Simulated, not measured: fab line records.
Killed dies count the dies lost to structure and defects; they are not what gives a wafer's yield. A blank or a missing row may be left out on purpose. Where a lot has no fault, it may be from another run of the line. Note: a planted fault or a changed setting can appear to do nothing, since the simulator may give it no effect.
Which tool was responsible? :: flow nand_harc :: 72 wafers from 24 lots sampled at 3 of the route's 1159 steps

WHAT EACH GAUGE READ, for each wafer
NHARC_A_CONTACT_OVL_MEAS_43.
lot: L075
measured: day 16 10:09
on: overlay-02
overlay_x_nm (nm): -0.8 -0.7 -1.4
overlay_y_nm (nm): 0.4 0.4 0.0

lot: L077
measured: day 16 18:34
on: overlay-01
overlay_x_nm (nm): 0.6 0.1 0.3
overlay_y_nm (nm): 0.5 0.9 1.2

lot: L078
measured: day 16 16:58
on: overlay-01
overlay_x_nm (nm): 0.3 -0.2 -1.1
overlay_y_nm (nm): -1.1 -0.6 -0.5

lot: L074
measured: day 16 22:19
on: overlay-02
overlay_x_nm (nm): -0.3 -0.8 -0.3
overlay_y_nm (nm): -0.7 -1.2 -1.2

lot: L079
measured: day 17 00:33
on: overlay-01
overlay_x_nm (nm): 0.6 0.8 0.1
overlay_y_nm (nm): 0.0 0.6 0.6

lot: L076
measured: day 17 02:43
on: overlay-01
overlay_x_nm (nm): 0.3 0.0 0.1
overlay_y_nm (nm): 0.6 -0.2 0.5

lot: L080
measured: day 17 08:59
on: overlay-02
overlay_x_nm (nm): -0.3 0.0 0.1
overlay_y_nm (nm): 1.5 2.1 2.0

lot: L081
measured: day 17 19:34
on: overlay-02
overlay_x_nm (nm): 0.7 0.7 0.3
overlay_y_nm (nm): -0.7 -0.5 -0.9

lot: L082
measured: day 18 09:38
on: overlay-02
overlay_x_nm (nm): 1.2 0.9 1.1
overlay_y_nm (nm): -0.4 -0.6 -0.3

lot: L083
measured: day 18 20:05
on: overlay-02
overlay_x_nm (nm): -0.4 -0.7 -0.2
overlay_y_nm (nm): 0.2 -0.4 0.1

lot: L085
measured: day 19 01:09
on: overlay-01
overlay_x_nm (nm): -0.2 -0.4 -0.7
overlay_y_nm (nm): 1.6 1.4 1.2

lot: L084
measured: day 19 01:00
on: overlay-01
overlay_x_nm (nm): -1.1 -0.3 -0.2
overlay_y_nm (nm): -0.5 -0.9 -0.5

lot: L086
measured: day 19 11:02
on: overlay-02
overlay_x_nm (nm): -1.7 -2.2 -2.1
overlay_y_nm (nm): -0.1 -0.8 0.2

lot: L088
measured: day 19 13:26
on: overlay-02
overlay_x_nm (nm): 0.0 0.1 0.9
overlay_y_nm (nm): -0.6 -0.5 -0.6

lot: L089
measured: day 19 18:37
on: overlay-01
overlay_x_nm (nm): -0.6 -0.2 -1.3
overlay_y_nm (nm): -0.7 -1.3 -1.1

lot: L090
measured: day 19 15:55
on: overlay-02
overlay_x_nm (nm): 0.3 -0.1 -0.3
overlay_y_nm (nm): -0.1 -0.2 -0.2

lot: L087
measured: day 20 00:44
on: overlay-01
overlay_x_nm (nm): -0.1 -0.4 -0.5
overlay_y_nm (nm): -0.4 -0.6 -0.5

lot: L091
measured: day 20 08:29
on: overlay-01
overlay_x_nm (nm): 0.7 0.9 0.2
overlay_y_nm (nm): 0.9 0.7 0.2

lot: L093
measured: day 21 00:13
on: overlay-01
overlay_x_nm (nm): 2.1 2.3 1.5
overlay_y_nm (nm): -0.4 0.0 -0.5

lot: L092
measured: day 20 23:53
on: overlay-01
overlay_x_nm (nm): 1.9 1.7 1.5
overlay_y_nm (nm): -0.9 -1.0 -1.1

lot: L096
measured: day 21 15:19
on: overlay-02
overlay_x_nm (nm): -0.5 -0.3 -0.8
overlay_y_nm (nm): -0.6 -0.5 -0.8

lot: L094
measured: day 21 17:09
on: overlay-02
overlay_x_nm (nm): -0.4 -0.3 -0.3
overlay_y_nm (nm): 1.0 0.7 1.1

lot: L095
measured: day 22 00:25
on: overlay-02
overlay_x_nm (nm): -0.4 -0.4 0.0
overlay_y_nm (nm): -0.4 0.1 -0.2

lot: L097
measured: day 22 20:38
on: overlay-01
overlay_x_nm (nm): -1.5 -1.1 -0.8
overlay_y_nm (nm): 0.7 1.1 0.0

TOOL THAT RAN EACH LOT (tool first, then ch and the chambers of the sampled wafers, then the start)
lot: L075
NHARC_A_WL_FILL_STRIP_29: rie_diel-09 ch 2,3, day 15 18:58
NHARC_A_CONTACT_DEP_28: acl_dep-01 ch 0, day 16 07:10

lot: L077
NHARC_A_WL_FILL_STRIP_29: rie_diel-06 ch 1,2, day 15 20:43
NHARC_A_CONTACT_DEP_28: acl_dep-01 ch 0, day 16 15:52

lot: L078
NHARC_A_WL_FILL_STRIP_29: rie_diel-05 ch 0,1,2, day 15 22:57
NHARC_A_CONTACT_DEP_28: acl_dep-03 ch 0, day 16 14:24

lot: L074
NHARC_A_WL_FILL_STRIP_29: rie_diel-06 ch 0,1,3, day 16 02:32
NHARC_A_CONTACT_DEP_28: acl_dep-02 ch 0, day 16 19:13

lot: L079
NHARC_A_WL_FILL_STRIP_29: rie_diel-05 ch 1,3, day 16 06:16
NHARC_A_CONTACT_DEP_28: acl_dep-02 ch 0, day 16 22:09

lot: L076
NHARC_A_WL_FILL_STRIP_29: rie_diel-06 ch 0,2, day 16 06:19
NHARC_A_CONTACT_DEP_28: acl_dep-03 ch 0, day 16 23:55

lot: L080
NHARC_A_WL_FILL_STRIP_29: rie_diel-09 ch 0,1, day 16 17:31
NHARC_A_CONTACT_DEP_28: acl_dep-02 ch 0, day 17 05:56

lot: L081
NHARC_A_WL_FILL_STRIP_29: rie_diel-05 ch 0,3, day 17 01:24
NHARC_A_CONTACT_DEP_28: acl_dep-01 ch 0, day 17 16:35

lot: L082
NHARC_A_WL_FILL_STRIP_29: rie_diel-06 ch 0,2,3, day 17 18:43
NHARC_A_CONTACT_DEP_28: acl_dep-02 ch 0, day 18 06:56

lot: L083
NHARC_A_WL_FILL_STRIP_29: rie_diel-06 ch 1,2,3, day 18 00:41
NHARC_A_CONTACT_DEP_28: acl_dep-01 ch 0, day 18 17:04

lot: L085
NHARC_A_WL_FILL_STRIP_29: rie_diel-05 ch 0,2,3, day 18 09:04
NHARC_A_CONTACT_DEP_28: acl_dep-02 ch 0, day 18 21:59

lot: L084
NHARC_A_WL_FILL_STRIP_29: rie_diel-09 ch 0,2,3, day 18 10:46
NHARC_A_CONTACT_DEP_28: acl_dep-01 ch 0, day 18 21:49

lot: L086
NHARC_A_WL_FILL_STRIP_29: rie_diel-05 ch 0,1,3, day 18 19:32
NHARC_A_CONTACT_DEP_28: acl_dep-01 ch 0, day 19 08:52

lot: L088
NHARC_A_WL_FILL_STRIP_29: rie_diel-06 ch 1,3, day 18 21:14
NHARC_A_CONTACT_DEP_28: acl_dep-01 ch 0, day 19 10:20

lot: L089
NHARC_A_WL_FILL_STRIP_29: rie_diel-05 ch 0,1,3, day 18 22:39
NHARC_A_CONTACT_DEP_28: acl_dep-01 ch 0, day 19 16:05

lot: L090
NHARC_A_WL_FILL_STRIP_29: rie_diel-06 ch 0,1,2, day 19 00:17
NHARC_A_CONTACT_DEP_28: acl_dep-03 ch 0, day 19 12:52

lot: L087
NHARC_A_WL_FILL_STRIP_29: rie_diel-05 ch 0,3, day 19 01:32
NHARC_A_CONTACT_DEP_28: acl_dep-02 ch 0, day 19 22:47

lot: L091
NHARC_A_WL_FILL_STRIP_29: rie_diel-09 ch 0,1,3, day 19 17:03
NHARC_A_CONTACT_DEP_28: acl_dep-02 ch 0, day 20 05:52

lot: L093
NHARC_A_WL_FILL_STRIP_29: rie_diel-06 ch 1,2,3, day 20 03:36
NHARC_A_CONTACT_DEP_28: acl_dep-03 ch 0, day 20 21:27

lot: L092
NHARC_A_WL_FILL_STRIP_29: rie_diel-05 ch 1,3, day 20 03:40
NHARC_A_CONTACT_DEP_28: acl_dep-02 ch 0, day 20 21:34

lot: L096
NHARC_A_WL_FILL_STRIP_29: rie_diel-05 ch 2,3, day 20 19:57
NHARC_A_CONTACT_DEP_28: acl_dep-02 ch 0, day 21 13:00

lot: L094
NHARC_A_WL_FILL_STRIP_29: rie_diel-09 ch 0,1,2, day 20 20:02
NHARC_A_CONTACT_DEP_28: acl_dep-01 ch 0, day 21 14:08

lot: L095
NHARC_A_WL_FILL_STRIP_29: rie_diel-06 ch 0,2,3, day 20 21:10
NHARC_A_CONTACT_DEP_28: acl_dep-02 ch 0, day 21 22:08

lot: L097
NHARC_A_WL_FILL_STRIP_29: rie_diel-06 ch 0,3, day 22 05:19
NHARC_A_CONTACT_DEP_28: acl_dep-03 ch 0, day 22 18:27
- NHARC_A_WL_FILL_STRIP_29: strips in O2, time 20 s.
- NHARC_A_CONTACT_DEP_28: deposits aC, target thk 3600 nm.

WHAT THE TOOLS THEMSELVES READ (means of the sampled wafers that have a number; where no wafer has one, the mark that the record gives instead)
NHARC_A_WL_FILL_STRIP_29.
lot: L075
tool: rie_diel-09
drypump_motor_current_A (A): 5.7
oes_product_au (a.u.): 1.000
rf_vpp_V (V): 58.0
showerhead_plenum_p_Torr (Torr): 3.52
throttle_valve_pct (%): 17.031

lot: L077
tool: rie_diel-06
drypump_motor_current_A (A): 5.8
oes_product_au (a.u.): 1.008
rf_vpp_V (V): 58.7
showerhead_plenum_p_Torr (Torr): 3.58
throttle_valve_pct (%): 17.025

lot: L078
tool: rie_diel-05
drypump_motor_current_A (A): 6.2
oes_product_au (a.u.): 0.992
rf_vpp_V (V): 58.0
showerhead_plenum_p_Torr (Torr): 3.53
throttle_valve_pct (%): 17.031

lot: L074
tool: rie_diel-06
drypump_motor_current_A (A): 5.8
oes_product_au (a.u.): 0.996
rf_vpp_V (V): 57.9
showerhead_plenum_p_Torr (Torr): 3.46
throttle_valve_pct (%): 17.037

lot: L079
tool: rie_diel-05
drypump_motor_current_A (A): 6.0
oes_product_au (a.u.): 1.007
rf_vpp_V (V): 57.6
showerhead_plenum_p_Torr (Torr): 3.53
throttle_valve_pct (%): 17.040

lot: L076
tool: rie_diel-06
drypump_motor_current_A (A): 5.8
oes_product_au (a.u.): 1.002
rf_vpp_V (V): 58.4
showerhead_plenum_p_Torr (Torr): 3.52
throttle_valve_pct (%): 17.039

lot: L080
tool: rie_diel-09
drypump_motor_current_A (A): 5.4
oes_product_au (a.u.): 0.997
rf_vpp_V (V): 57.2
showerhead_plenum_p_Torr (Torr): 3.51
throttle_valve_pct (%): 17.031

lot: L081
tool: rie_diel-05
drypump_motor_current_A (A): 5.8
oes_product_au (a.u.): 1.004
rf_vpp_V (V): 58.0
showerhead_plenum_p_Torr (Torr): 3.46
throttle_valve_pct (%): 17.048

lot: L082
tool: rie_diel-06
drypump_motor_current_A (A): 5.6
oes_product_au (a.u.): 0.998
rf_vpp_V (V): 57.1
showerhead_plenum_p_Torr (Torr): 3.49
throttle_valve_pct (%): 17.034

lot: L083
tool: rie_diel-06
drypump_motor_current_A (A): 5.8
oes_product_au (a.u.): 1.008
rf_vpp_V (V): 57.8
showerhead_plenum_p_Torr (Torr): 3.51
throttle_valve_pct (%): 17.025

lot: L085
tool: rie_diel-05
drypump_motor_current_A (A): 6.0
oes_product_au (a.u.): 1.001
rf_vpp_V (V): 57.5
showerhead_plenum_p_Torr (Torr): 3.47
throttle_valve_pct (%): 17.032

lot: L084
tool: rie_diel-09
drypump_motor_current_A (A): 5.5
oes_product_au (a.u.): 0.998
rf_vpp_V (V): 57.4
showerhead_plenum_p_Torr (Torr): 3.54
throttle_valve_pct (%): 17.038

lot: L086
tool: rie_diel-05
drypump_motor_current_A (A): 6.0
oes_product_au (a.u.): 0.997
rf_vpp_V (V): 57.6
showerhead_plenum_p_Torr (Torr): 3.51
throttle_valve_pct (%): 17.030

lot: L088
tool: rie_diel-06
drypump_motor_current_A (A): 5.9
oes_product_au (a.u.): 0.995
rf_vpp_V (V): 58.5
showerhead_plenum_p_Torr (Torr): 3.48
throttle_valve_pct (%): 17.033

lot: L089
tool: rie_diel-05
drypump_motor_current_A (A): 6.1
oes_product_au (a.u.): 1.007
rf_vpp_V (V): 58.2
showerhead_plenum_p_Torr (Torr): 3.51
throttle_valve_pct (%): 17.027

lot: L090
tool: rie_diel-06
drypump_motor_current_A (A): 5.9
oes_product_au (a.u.): 1.002
rf_vpp_V (V): 57.8
showerhead_plenum_p_Torr (Torr): 3.54
throttle_valve_pct (%): 17.031

lot: L087
tool: rie_diel-05
drypump_motor_current_A (A): 5.8
oes_product_au (a.u.): 0.999
rf_vpp_V (V): 58.0
showerhead_plenum_p_Torr (Torr): 3.43
throttle_valve_pct (%): 17.041

lot: L091
tool: rie_diel-09
drypump_motor_current_A (A): 5.6
oes_product_au (a.u.): 1.003
rf_vpp_V (V): 58.0
showerhead_plenum_p_Torr (Torr): 3.49
throttle_valve_pct (%): 17.032

lot: L093
tool: rie_diel-06
drypump_motor_current_A (A): 5.8
oes_product_au (a.u.): 1.000
rf_vpp_V (V): 58.9
showerhead_plenum_p_Torr (Torr): 3.51
throttle_valve_pct (%): 17.038

lot: L092
tool: rie_diel-05
drypump_motor_current_A (A): 6.3
oes_product_au (a.u.): 1.005
rf_vpp_V (V): 57.9
showerhead_plenum_p_Torr (Torr): 3.58
throttle_valve_pct (%): 17.039

lot: L096
tool: rie_diel-05
drypump_motor_current_A (A): 6.0
oes_product_au (a.u.): 0.997
rf_vpp_V (V): 58.1
showerhead_plenum_p_Torr (Torr): 3.49
throttle_valve_pct (%): 17.030

lot: L094
tool: rie_diel-09
drypump_motor_current_A (A): 5.4
oes_product_au (a.u.): 1.002
rf_vpp_V (V): 58.6
showerhead_plenum_p_Torr (Torr): 3.62
throttle_valve_pct (%): 17.027

lot: L095
tool: rie_diel-06
drypump_motor_current_A (A): 5.6
oes_product_au (a.u.): 1.008
rf_vpp_V (V): 57.7
showerhead_plenum_p_Torr (Torr): 3.49
throttle_valve_pct (%): 17.037

lot: L097
tool: rie_diel-06
drypump_motor_current_A (A): 5.7
oes_product_au (a.u.): 1.003
rf_vpp_V (V): 58.0
showerhead_plenum_p_Torr (Torr): 3.45
throttle_valve_pct (%): 17.037

NHARC_A_CONTACT_DEP_28.
lot: L075
tool: acl_dep-01
throttle_valve_pct (%): 35.008

lot: L077
tool: acl_dep-01
throttle_valve_pct (%): 35.002

lot: L078
tool: acl_dep-03
throttle_valve_pct (%): 34.998

lot: L074
tool: acl_dep-02
throttle_valve_pct (%): 34.997

lot: L079
tool: acl_dep-02
throttle_valve_pct (%): 34.997

lot: L076
tool: acl_dep-03
throttle_valve_pct (%): 35.007

lot: L080
tool: acl_dep-02
throttle_valve_pct (%): 34.994

lot: L081
tool: acl_dep-01
throttle_valve_pct (%): 35.005

lot: L082
tool: acl_dep-02
throttle_valve_pct (%): 35.002

lot: L083
tool: acl_dep-01
throttle_valve_pct (%): 35.007

lot: L085
tool: acl_dep-02
throttle_valve_pct (%): 35.002

lot: L084
tool: acl_dep-01
throttle_valve_pct (%): 34.998

lot: L086
tool: acl_dep-01
throttle_valve_pct (%): 35.004

lot: L088
tool: acl_dep-01
throttle_valve_pct (%): 35.008

lot: L089
tool: acl_dep-01
throttle_valve_pct (%): 34.994

lot: L090
tool: acl_dep-03
throttle_valve_pct (%): 34.999

lot: L087
tool: acl_dep-02
throttle_valve_pct (%): 34.999

lot: L091
tool: acl_dep-02
throttle_valve_pct (%): 34.999

lot: L093
tool: acl_dep-03
throttle_valve_pct (%): 35.000

lot: L092
tool: acl_dep-02
throttle_valve_pct (%): 35.000

lot: L096
tool: acl_dep-02
throttle_valve_pct (%): 34.997

lot: L094
tool: acl_dep-01
throttle_valve_pct (%): 35.015

lot: L095
tool: acl_dep-02
throttle_valve_pct (%): 34.997

lot: L097
tool: acl_dep-03
throttle_valve_pct (%): 34.995

THE ANSWER, worked out from the rows above alone
Rule: the lots themselves supply what counts as usual. The widest of any qualifying gaps counts: lots, ordered by their means at a reading, are off when they make up no more than a third of the lots, leave a main group of 4 or more, and stand apart from it by 3 or more times the standard deviation of that group's means. If all means in a main group match to the digits the tables above print for the reading, that group is not used. Also off: a lot with no number at a reading for which 4 or more lots have one. Where the step has rows for the other lots, those lots are counted as sound. The gauges are gone through in route order, then the tools' own readings, and for those a lot's mean is taken as printed above. At the first step where some lot is off, the reading lying furthest off is the one used; lots without a number count as furthest.
No lot is off at any reading shown: from this, nothing can be told.

WHAT WAS PUT IN BY THE SIMULATOR
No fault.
